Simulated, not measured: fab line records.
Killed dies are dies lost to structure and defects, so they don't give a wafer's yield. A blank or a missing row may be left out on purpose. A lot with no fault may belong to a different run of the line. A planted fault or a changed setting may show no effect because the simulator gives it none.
Split-lot experiment / flow n5 finfet / on a route of 1938 steps: 7 lots, 39 wafers read

## SPLIT DETAILS
At N5_SDB_ALD_29 (deposits SiNx, target thk 30 nm, pulse time 1 s, ald cycles 600), the setting ald cycles was moved away from the recipe's 600 on 15 of the 39 wafers read, by -55.8% to +33.0%. For the rest of the wafers, this setting stayed at what the recipe calls for.

The reading comes from the split's own step.

## THE READING
SiNx_of_SDB_ALD_29.thk nm (the simulator's own value, which no gauge read), in nm, at N5_SDB_ALD_29 (deposits SiNx, target thk 30 nm, pulse time 1 s, ald cycles 600). The file gives no usual value for it. Across the 24 wafers here that went through the recipe, the average is 30.0 nm and the standard deviation 0.14 nm.

wafer=L080.1; tool, chamber at the split=ald sin-04, 1,3,2; ald cycles as run=600; against the recipe=recipe; SiNx_of_SDB_ALD_29.thk nm, nm=30; against lot-mates on the recipe=-
wafer=L080.2; tool, chamber at the split=ald sin-04, 1,3,2; ald cycles as run=600; against the recipe=recipe; SiNx_of_SDB_ALD_29.thk nm, nm=30; against lot-mates on the recipe=-
wafer=L080.3; tool, chamber at the split=ald sin-04, 1,3,2; ald cycles as run=600; against the recipe=recipe; SiNx_of_SDB_ALD_29.thk nm, nm=30; against lot-mates on the recipe=-
wafer=L081.1; tool, chamber at the split=ald sin-02, 0,1,2; ald cycles as run=798; against the recipe=+33.0%; SiNx_of_SDB_ALD_29.thk nm, nm=40; against lot-mates on the recipe=+9.8
wafer=L081.3; tool, chamber at the split=ald sin-02, 0,1,2; ald cycles as run=798; against the recipe=+33.0%; SiNx_of_SDB_ALD_29.thk nm, nm=40; against lot-mates on the recipe=+9.8
wafer=L081.5; tool, chamber at the split=ald sin-02, 0,1,2; ald cycles as run=798; against the recipe=+33.0%; SiNx_of_SDB_ALD_29.thk nm, nm=40; against lot-mates on the recipe=+9.8
wafer=L081.2; tool, chamber at the split=ald sin-02, 2; ald cycles as run=600; against the recipe=recipe; SiNx_of_SDB_ALD_29.thk nm, nm=30.2; against lot-mates on the recipe=-
wafer=L081.4; tool, chamber at the split=ald sin-02, 3; ald cycles as run=600; against the recipe=recipe; SiNx_of_SDB_ALD_29.thk nm, nm=30.4; against lot-mates on the recipe=-
wafer=L081.6; tool, chamber at the split=ald sin-02, 1; ald cycles as run=600; against the recipe=recipe; SiNx_of_SDB_ALD_29.thk nm, nm=30; against lot-mates on the recipe=-
wafer=L083.1; tool, chamber at the split=ald sin-01, 3; ald cycles as run=600; against the recipe=recipe; SiNx_of_SDB_ALD_29.thk nm, nm=29.8; against lot-mates on the recipe=-
wafer=L083.2; tool, chamber at the split=ald sin-01, 2; ald cycles as run=747; against the recipe=+24.5%; SiNx_of_SDB_ALD_29.thk nm, nm=37.4; against lot-mates on the recipe=+7.5
wafer=L083.3; tool, chamber at the split=ald sin-01, 0,2; ald cycles as run=600; against the recipe=recipe; SiNx_of_SDB_ALD_29.thk nm, nm=30; against lot-mates on the recipe=-
wafer=L083.6; tool, chamber at the split=ald sin-01, 0,2; ald cycles as run=600; against the recipe=recipe; SiNx_of_SDB_ALD_29.thk nm, nm=30; against lot-mates on the recipe=-
wafer=L083.4; tool, chamber at the split=ald sin-01, 1; ald cycles as run=747; against the recipe=+24.5%; SiNx_of_SDB_ALD_29.thk nm, nm=37.2; against lot-mates on the recipe=+7.3
wafer=L083.5; tool, chamber at the split=ald sin-01, 3; ald cycles as run=747; against the recipe=+24.5%; SiNx_of_SDB_ALD_29.thk nm, nm=37; against lot-mates on the recipe=+7.1
wafer=L086.1; tool, chamber at the split=ald sin-02, 2,0,1,1; ald cycles as run=600; against the recipe=recipe; SiNx_of_SDB_ALD_29.thk nm, nm=30; against lot-mates on the recipe=-
wafer=L086.3; tool, chamber at the split=ald sin-02, 2,0,1,1; ald cycles as run=600; against the recipe=recipe; SiNx_of_SDB_ALD_29.thk nm, nm=30; against lot-mates on the recipe=-
wafer=L086.4; tool, chamber at the split=ald sin-02, 2,0,1,1; ald cycles as run=600; against the recipe=recipe; SiNx_of_SDB_ALD_29.thk nm, nm=30; against lot-mates on the recipe=-
wafer=L086.5; tool, chamber at the split=ald sin-02, 2,0,1,1; ald cycles as run=600; against the recipe=recipe; SiNx_of_SDB_ALD_29.thk nm, nm=30; against lot-mates on the recipe=-
wafer=L086.2; tool, chamber at the split=ald sin-02, 3; ald cycles as run=600; against the recipe=recipe; SiNx_of_SDB_ALD_29.thk nm, nm=30.2; against lot-mates on the recipe=-
wafer=L086.6; tool, chamber at the split=ald sin-02, 2; ald cycles as run=600; against the recipe=recipe; SiNx_of_SDB_ALD_29.thk nm, nm=29.8; against lot-mates on the recipe=-
wafer=L087.1; tool, chamber at the split=ald sin-02, 1,2,1; ald cycles as run=600; against the recipe=recipe; SiNx_of_SDB_ALD_29.thk nm, nm=30; against lot-mates on the recipe=-
wafer=L087.4; tool, chamber at the split=ald sin-02, 1,2,1; ald cycles as run=600; against the recipe=recipe; SiNx_of_SDB_ALD_29.thk nm, nm=30; against lot-mates on the recipe=-
wafer=L087.6; tool, chamber at the split=ald sin-02, 1,2,1; ald cycles as run=600; against the recipe=recipe; SiNx_of_SDB_ALD_29.thk nm, nm=30; against lot-mates on the recipe=-
wafer=L087.2; tool, chamber at the split=ald sin-02, 3,0,0; ald cycles as run=724; against the recipe=+20.7%; SiNx_of_SDB_ALD_29.thk nm, nm=36.2; against lot-mates on the recipe=+6.2
wafer=L087.3; tool, chamber at the split=ald sin-02, 3,0,0; ald cycles as run=724; against the recipe=+20.7%; SiNx_of_SDB_ALD_29.thk nm, nm=36.2; against lot-mates on the recipe=+6.2
wafer=L087.5; tool, chamber at the split=ald sin-02, 3,0,0; ald cycles as run=724; against the recipe=+20.7%; SiNx_of_SDB_ALD_29.thk nm, nm=36.2; against lot-mates on the recipe=+6.2
wafer=L089.1; tool, chamber at the split=ald sin-04, 3; ald cycles as run=708; against the recipe=+18.0%; SiNx_of_SDB_ALD_29.thk nm, nm=35.4; against lot-mates on the recipe=+5.5
wafer=L089.2; tool, chamber at the split=ald sin-04, 2; ald cycles as run=600; against the recipe=recipe; SiNx_of_SDB_ALD_29.thk nm, nm=29.8; against lot-mates on the recipe=-
wafer=L089.3; tool, chamber at the split=ald sin-04, 1; ald cycles as run=708; against the recipe=+18.0%; SiNx_of_SDB_ALD_29.thk nm, nm=35.2; against lot-mates on the recipe=+5.3
wafer=L089.4; tool, chamber at the split=ald sin-04, 0; ald cycles as run=708; against the recipe=+18.0%; SiNx_of_SDB_ALD_29.thk nm, nm=35.6; against lot-mates on the recipe=+5.7
wafer=L089.5; tool, chamber at the split=ald sin-04, 2,1; ald cycles as run=600; against the recipe=recipe; SiNx_of_SDB_ALD_29.thk nm, nm=30; against lot-mates on the recipe=-
wafer=L089.6; tool, chamber at the split=ald sin-04, 2,1; ald cycles as run=600; against the recipe=recipe; SiNx_of_SDB_ALD_29.thk nm, nm=30; against lot-mates on the recipe=-
wafer=L090.1; tool, chamber at the split=ald sin-01, 2; ald cycles as run=600; against the recipe=recipe; SiNx_of_SDB_ALD_29.thk nm, nm=30; against lot-mates on the recipe=-
wafer=L090.2; tool, chamber at the split=ald sin-01, 3,1,2; ald cycles as run=265; against the recipe=-55.8%; SiNx_of_SDB_ALD_29.thk nm, nm=13.2; against lot-mates on the recipe=-16.7
wafer=L090.4; tool, chamber at the split=ald sin-01, 3,1,2; ald cycles as run=265; against the recipe=-55.8%; SiNx_of_SDB_ALD_29.thk nm, nm=13.2; against lot-mates on the recipe=-16.7
wafer=L090.5; tool, chamber at the split=ald sin-01, 3,1,2; ald cycles as run=265; against the recipe=-55.8%; SiNx_of_SDB_ALD_29.thk nm, nm=13.2; against lot-mates on the recipe=-16.7
wafer=L090.3; tool, chamber at the split=ald sin-01, 0,3; ald cycles as run=600; against the recipe=recipe; SiNx_of_SDB_ALD_29.thk nm, nm=29.8; against lot-mates on the recipe=-
wafer=L090.6; tool, chamber at the split=ald sin-01, 0,3; ald cycles as run=600; against the recipe=recipe; SiNx_of_SDB_ALD_29.thk nm, nm=29.8; against lot-mates on the recipe=-
Where a row lists several chambers, the file gives one row for several wafers and doesn't say which wafer went through which chamber.

THE FIT
A straight line over all 39 wafers: SiNx_of_SDB_ALD_29.thk nm changes by +0.301 nm for each +1% of ald cycles; r = +1.00; the points scatter about the line by 0.14 nm.
The same after taking each lot's own level away (the mean of its wafers on the recipe; 39 wafers): +0.298 nm for each +1%; r = +1.00; scatter 0.11 nm.
Per that fit: largest ald cycles move, reading shift of 17 nm.
The span of the lots' own levels, 29.87 to 30.20 nm, comes to 2.5 times the standard deviation stated above.
The two slopes are in agreement: the lot-to-lot level therefore moves the slope only a little.
Check: with one of the wafers moved furthest among these (-55.8%) left out of the fit, the line predicts -16.7 nm for it against its lot-mates. It came out at -16.7 nm against them.

## ADDITIONAL SPLITS CARRIED BY THESE WAFERS
Before the reading, these wafers also passed through other splits. Each is held against what the fit with the lots' levels taken away leaves over:
other split on the same wafers=N5_ZERO_LAYER_DEVELOP_10 develop time s; wafers away from the commonest value=15; r with SiNx_of_SDB_ALD_29.thk nm (lot level and that fit taken away)=+0.03
other split on the same wafers=N5_FIN_SAQP_SPACER1_ALD_24 ald cycles; wafers away from the commonest value=6; r with SiNx_of_SDB_ALD_29.thk nm (lot level and that fit taken away)=-0.15

## THE WHOLE CHAIN: every reading that the file lists as answering this split, in the file's order
step=N5_SDB_ALD_29; what it does=deposits SiNx, target thk 30 nm, pulse time 1 s, ald cycles 600; reading=SiNx_of_SDB_ALD_29.thk nm (the simulator's own value, which no gauge read); change (the file's fit)=+0.298 nm for each +1% of the setting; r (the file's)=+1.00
step=N5_SDB_CMP_30; what it does=polishes, stops on poly-Si, t overpolish 1.54 s, target thk 30 nm; reading=SiNx_of_SDB_ALD_29.thk nm (the simulator's own value, which no gauge read); change (the file's fit)=not straight: 13.2 at the lowest setting, 29.99 at the recipe, 30.2 at the highest; r (the file's)=not given

## FILE'S OWN FIT
SiNx_of_SDB_ALD_29.thk nm changes by +0.298 nm for each +1% of ald cycles, r = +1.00.
